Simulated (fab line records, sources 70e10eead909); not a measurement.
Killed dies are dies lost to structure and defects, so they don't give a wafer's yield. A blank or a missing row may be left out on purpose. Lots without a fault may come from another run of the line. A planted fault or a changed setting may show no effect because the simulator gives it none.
Chamber matching | flow nand_harc | NHARC_A_SGD_CUT_CMP_21 on cmp-03: 4 sister chambers
The step polishes, target thk 148.19 nm. 4 wafers are shown with their chamber, then 8 later ones without.

WAFERS WITH THEIR CHAMBER
wafer  | chamber | motor_current_A (A)
L084.1 | 2       | 13.0
L084.5 | 1       | 10.6
L084.6 | 0       | 10.4
L085.1 | 3       | 14.1

WAFERS WITHOUT THEIR CHAMBER
wafer  | motor_current_A (A)
L085.3 | 11.6
L085.5 | 13.1
L090.1 | 13.3
L090.3 | 11.5
L090.5 | 10.4
L092.1 | 12.6
L092.2 | 14.5
L092.6 | 11.3

WHICH CHAMBER EACH WENT THROUGH
wafer  | from the rows above          | in truth
L085.3 | can't be placed: 1 or 0 or 2 | 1
L085.5 | can't be placed: 2 or 3      | 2
L090.1 | can't be placed: 2 or 3      | 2
L090.3 | can't be placed: 1 or 0 or 2 | 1
L090.5 | can't be placed: 0 or 1      | 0
L092.1 | can't be placed: 2 or 3      | 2
L092.2 | can't be placed: 3 or 2      | 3
L092.6 | can't be placed: 1 or 0 or 2 | 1
Placed correctly: 0 of 8. Can't be placed from these rows: 8 (the true chamber is among the candidates in 8). Placed wrongly: 0.
How it was worked out, from the rows above alone: a wafer's distance from a chamber is the root of the sum, over the readings, of the square of ((its reading less the chamber's mean) divided by the reading's scatter). The wafer belongs to the nearest chamber; if the next one is less than 2 further off, it can't be placed. A chamber's mean is the mean of its shown wafers. The scatter: with one shown wafer a chamber, the root of the mean of the squares of how far each hidden wafer lies from its nearest shown one.
